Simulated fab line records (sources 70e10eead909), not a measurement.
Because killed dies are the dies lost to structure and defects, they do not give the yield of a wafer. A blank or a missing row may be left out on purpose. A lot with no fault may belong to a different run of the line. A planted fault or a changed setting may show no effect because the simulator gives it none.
Check of tool commonality || flow nandHarc || Sampled: 12 lots, 36 wafers

== WHAT PROMPTED THE OPENING ==
On 1 of the 12 lots, a flag is raised at NHARC_P_CONTACT_CD_MEAS_12 on the reading cdNm. Fault-free wafers read 90.1 nm, with a standard deviation of 0.59.
Rule: a lot is flagged when every wafer of it that has a number lies more than 4 standard deviations from that mean, or none has a number. The other lots count as sound.

{"lot": "L175", "measured": "day 5 13:44", "on": "cdSem-01", "cdNm (nm), wafer by wafer": "89.2 89.9 89.5", "flag": ""}
{"lot": "L177", "measured": "day 6 08:11", "on": "cdSem-01", "cdNm (nm), wafer by wafer": "90.5 90.6 89.4", "flag": ""}
{"lot": "L178", "measured": "day 6 10:14", "on": "cdSem-03", "cdNm (nm), wafer by wafer": "90.1 89.4 90.0", "flag": ""}
{"lot": "L176", "measured": "day 6 14:29", "on": "cdSem-03", "cdNm (nm), wafer by wafer": "90.8 90.5 90.6", "flag": ""}
{"lot": "L180", "measured": "day 6 19:36", "on": "cdSem-01", "cdNm (nm), wafer by wafer": "90.6 90.2 90.2", "flag": ""}
{"lot": "L181", "measured": "day 7 11:54", "on": "cdSem-02", "cdNm (nm), wafer by wafer": "89.8 89.8 90.0", "flag": ""}
{"lot": "L182", "measured": "day 7 14:07", "on": "cdSem-01", "cdNm (nm), wafer by wafer": "90.1 89.7 89.8", "flag": ""}
{"lot": "L183", "measured": "day 7 15:18", "on": "cdSem-01", "cdNm (nm), wafer by wafer": "91.0 89.9 91.0", "flag": ""}
{"lot": "L187", "measured": "day 8 17:28", "on": "cdSem-02", "cdNm (nm), wafer by wafer": "94.0 93.7 95.2", "flag": "FLAGGED"}
{"lot": "L195", "measured": "day 10 17:17", "on": "cdSem-01", "cdNm (nm), wafer by wafer": "90.4 89.3 89.9", "flag": ""}
{"lot": "L196", "measured": "day 10 23:32", "on": "cdSem-02", "cdNm (nm), wafer by wafer": "90.8 90.3 91.0", "flag": ""}
{"lot": "L197", "measured": "day 11 08:46", "on": "cdSem-03", "cdNm (nm), wafer by wafer": "90.1 90.7 89.7", "flag": ""}
The numbers of the flagged lots are 94.3 nm on average: +4.2 nm against the usual, or +7 standard deviations.

== EACH LOT AND THE TOOL IT RAN ON ==
4 process steps preceding the reading are held in the record, out of 1159 steps in the route. In each cell: the tool, then ch and the chambers that the sampled wafers went through, then the start.
{"lot": "L175", "flag": "", "NHARC_P_GATE_STRIP_112": "plasmaAsher-02 ch 0,1, day 5 07:52", "NHARC_P_GATE_STRIP_95": "plasmaAsher-02 ch 0,1, day 5 10:25", "NHARC_P_GATE_DEGAS_109": "pvdSputter-01, day 5 11:17", "NHARC_P_CONTACT_EXPOSE_09": "arfiScanner-03 ch 0, day 5 13:36"}
{"lot": "L177", "flag": "", "NHARC_P_GATE_STRIP_112": "plasmaAsher-02 ch 0,1, day 6 02:30", "NHARC_P_GATE_STRIP_95": "plasmaAsher-02 ch 0,1, day 6 04:45", "NHARC_P_GATE_DEGAS_109": "pvdSputter-02, day 6 05:36", "NHARC_P_CONTACT_EXPOSE_09": "arfiScanner-01 ch 0, day 6 08:03"}
{"lot": "L178", "flag": "", "NHARC_P_GATE_STRIP_112": "plasmaAsher-01 ch 0,1, day 6 04:21", "NHARC_P_GATE_STRIP_95": "plasmaAsher-01 ch 0, day 6 06:44", "NHARC_P_GATE_DEGAS_109": "pvdSputter-01, day 6 07:37", "NHARC_P_CONTACT_EXPOSE_09": "arfiScanner-02 ch 0, day 6 10:05"}
{"lot": "L176", "flag": "", "NHARC_P_GATE_STRIP_112": "plasmaAsher-02 ch 0,1, day 6 08:45", "NHARC_P_GATE_STRIP_95": "plasmaAsher-01 ch 0,1, day 6 11:02", "NHARC_P_GATE_DEGAS_109": "pvdSputter-02, day 6 11:55", "NHARC_P_CONTACT_EXPOSE_09": "arfiScanner-01 ch 0, day 6 14:20"}
{"lot": "L180", "flag": "", "NHARC_P_GATE_STRIP_112": "plasmaAsher-02 ch 0,1, day 6 13:41", "NHARC_P_GATE_STRIP_95": "plasmaAsher-02 ch 0,1, day 6 16:03", "NHARC_P_GATE_DEGAS_109": "pvdSputter-01, day 6 16:55", "NHARC_P_CONTACT_EXPOSE_09": "arfiScanner-02 ch 0, day 6 19:28"}
{"lot": "L181", "flag": "", "NHARC_P_GATE_STRIP_112": "plasmaAsher-01 ch 0,1, day 7 06:01", "NHARC_P_GATE_STRIP_95": "plasmaAsher-02 ch 0,1, day 7 08:28", "NHARC_P_GATE_DEGAS_109": "pvdSputter-03, day 7 09:20", "NHARC_P_CONTACT_EXPOSE_09": "arfiScanner-02 ch 0, day 7 11:46"}
{"lot": "L182", "flag": "", "NHARC_P_GATE_STRIP_112": "plasmaAsher-01 ch 0,1, day 7 08:22", "NHARC_P_GATE_STRIP_95": "plasmaAsher-02 ch 0,1, day 7 10:41", "NHARC_P_GATE_DEGAS_109": "pvdSputter-03, day 7 11:32", "NHARC_P_CONTACT_EXPOSE_09": "arfiScanner-03 ch 0, day 7 13:59"}
{"lot": "L183", "flag": "", "NHARC_P_GATE_STRIP_112": "plasmaAsher-02 ch 0,1, day 7 08:38", "NHARC_P_GATE_STRIP_95": "plasmaAsher-01 ch 0,1, day 7 11:20", "NHARC_P_GATE_DEGAS_109": "pvdSputter-02, day 7 12:21", "NHARC_P_CONTACT_EXPOSE_09": "arfiScanner-03 ch 0, day 7 15:10"}
{"lot": "L187", "flag": "FLAGGED", "NHARC_P_GATE_STRIP_112": "plasmaAsher-02 ch 0,1, day 8 11:38", "NHARC_P_GATE_STRIP_95": "plasmaAsher-02 ch 0,1, day 8 13:59", "NHARC_P_GATE_DEGAS_109": "pvdSputter-01, day 8 14:53", "NHARC_P_CONTACT_EXPOSE_09": "arfiScanner-03 ch 0, day 8 17:19"}
{"lot": "L195", "flag": "", "NHARC_P_GATE_STRIP_112": "plasmaAsher-01 ch 0,1, day 10 11:17", "NHARC_P_GATE_STRIP_95": "plasmaAsher-02 ch 0,1, day 10 13:40", "NHARC_P_GATE_DEGAS_109": "pvdSputter-02, day 10 14:35", "NHARC_P_CONTACT_EXPOSE_09": "arfiScanner-01 ch 0, day 10 17:10"}
{"lot": "L196", "flag": "", "NHARC_P_GATE_STRIP_112": "plasmaAsher-02 ch 0,1, day 10 17:48", "NHARC_P_GATE_STRIP_95": "plasmaAsher-02 ch 0,1, day 10 20:14", "NHARC_P_GATE_DEGAS_109": "pvdSputter-03, day 10 21:05", "NHARC_P_CONTACT_EXPOSE_09": "arfiScanner-01 ch 0, day 10 23:24"}
{"lot": "L197", "flag": "", "NHARC_P_GATE_STRIP_112": "plasmaAsher-01 ch 0,1, day 11 02:12", "NHARC_P_GATE_STRIP_95": "plasmaAsher-01 ch 0,1, day 11 04:37", "NHARC_P_GATE_DEGAS_109": "pvdSputter-03, day 11 05:40", "NHARC_P_CONTACT_EXPOSE_09": "arfiScanner-01 ch 0, day 11 08:37"}
These steps, and what they do:
- NHARC_P_GATE_STRIP_112: strips in N2/H2, time 200 s.
- NHARC_P_GATE_STRIP_95: strips in O2.
- NHARC_P_GATE_DEGAS_109: time 60 s.
- NHARC_P_CONTACT_EXPOSE_09: exposes mask P CA, target cd 90 nm.
- NHARC_P_CONTACT_CD_MEAS_12: target cd 90 nm.

== FLAGGED OVER TOTAL, TOOL BY TOOL (the gauges that took the reading come last) ==
{"step": "NHARC_P_GATE_STRIP_112", "tool": "plasmaAsher-01", "lots run": 5, "flagged": 0, "share of the flagged lots": "none", "sound lots run after its first flagged lot": "-"}
{"step": "NHARC_P_GATE_STRIP_112", "tool": "plasmaAsher-02", "lots run": 7, "flagged": 1, "share of the flagged lots": "all", "sound lots run after its first flagged lot": "1 (L196)"}
{"step": "NHARC_P_GATE_STRIP_95", "tool": "plasmaAsher-01", "lots run": 4, "flagged": 0, "share of the flagged lots": "none", "sound lots run after its first flagged lot": "-"}
{"step": "NHARC_P_GATE_STRIP_95", "tool": "plasmaAsher-02", "lots run": 8, "flagged": 1, "share of the flagged lots": "all", "sound lots run after its first flagged lot": "2 (L195,L196)"}
{"step": "NHARC_P_GATE_DEGAS_109", "tool": "pvdSputter-01", "lots run": 4, "flagged": 1, "share of the flagged lots": "all", "sound lots run after its first flagged lot": 0}
{"step": "NHARC_P_GATE_DEGAS_109", "tool": "pvdSputter-02", "lots run": 4, "flagged": 0, "share of the flagged lots": "none", "sound lots run after its first flagged lot": "-"}
{"step": "NHARC_P_GATE_DEGAS_109", "tool": "pvdSputter-03", "lots run": 4, "flagged": 0, "share of the flagged lots": "none", "sound lots run after its first flagged lot": "-"}
{"step": "NHARC_P_CONTACT_EXPOSE_09", "tool": "arfiScanner-01", "lots run": 5, "flagged": 0, "share of the flagged lots": "none", "sound lots run after its first flagged lot": "-"}
{"step": "NHARC_P_CONTACT_EXPOSE_09", "tool": "arfiScanner-02", "lots run": 3, "flagged": 0, "share of the flagged lots": "none", "sound lots run after its first flagged lot": "-"}
{"step": "NHARC_P_CONTACT_EXPOSE_09", "tool": "arfiScanner-03", "lots run": 4, "flagged": 1, "share of the flagged lots": "all", "sound lots run after its first flagged lot": 0}
{"step": "NHARC_P_CONTACT_CD_MEAS_12", "tool": "cdSem-01", "lots run": 6, "flagged": 0, "share of the flagged lots": "none", "sound lots run after its first flagged lot": "-"}
{"step": "NHARC_P_CONTACT_CD_MEAS_12", "tool": "cdSem-02", "lots run": 3, "flagged": 1, "share of the flagged lots": "all", "sound lots run after its first flagged lot": "1 (L196)"}
{"step": "NHARC_P_CONTACT_CD_MEAS_12", "tool": "cdSem-03", "lots run": 3, "flagged": 0, "share of the flagged lots": "none", "sound lots run after its first flagged lot": "-"}

== THE TABLE: WHAT IT ALLOWS ==
5 rows of the table ran every flagged lot: plasmaAsher-02 at NHARC_P_GATE_STRIP_112, plasmaAsher-02 at NHARC_P_GATE_STRIP_95, pvdSputter-01 at NHARC_P_GATE_DEGAS_109, arfiScanner-03 at NHARC_P_CONTACT_EXPOSE_09, cdSem-02 at NHARC_P_CONTACT_CD_MEAS_12.
- plasmaAsher-02 at NHARC_P_GATE_STRIP_112 ran 7 lots, 1 of them flagged. Sound lots ran on it after the first flagged one (L196), which a lasting fault on the whole tool wouldn't allow.
- plasmaAsher-02 at NHARC_P_GATE_STRIP_95 ran 8 lots, 1 of them flagged. Sound lots ran on it after the first flagged one (L195, L196), which a lasting fault on the whole tool wouldn't allow.
- pvdSputter-01 at NHARC_P_GATE_DEGAS_109 ran 4 lots, 1 of them flagged. It ran its last sound lot, L180, at day 6 16:55 and its first flagged lot, L187, at day 8 14:53: a fault with its onset between the two fits.
- arfiScanner-03 at NHARC_P_CONTACT_EXPOSE_09 ran 4 lots, 1 of them flagged. It ran its last sound lot, L183, at day 7 15:10 and its first flagged lot, L187, at day 8 17:19: a fault with its onset between the two fits.
- cdSem-02 at NHARC_P_CONTACT_CD_MEAS_12 ran 3 lots, 1 of them flagged. Sound lots ran on it after the first flagged one (L196), which a lasting fault on the whole tool wouldn't allow.
Counting lots can't tell these 2 tools apart, because each fits a fault that began at some hour. More lots, or a look at what each step does to the wafer, might.

== WHAT THE SIMULATOR HAD INSERTED ==
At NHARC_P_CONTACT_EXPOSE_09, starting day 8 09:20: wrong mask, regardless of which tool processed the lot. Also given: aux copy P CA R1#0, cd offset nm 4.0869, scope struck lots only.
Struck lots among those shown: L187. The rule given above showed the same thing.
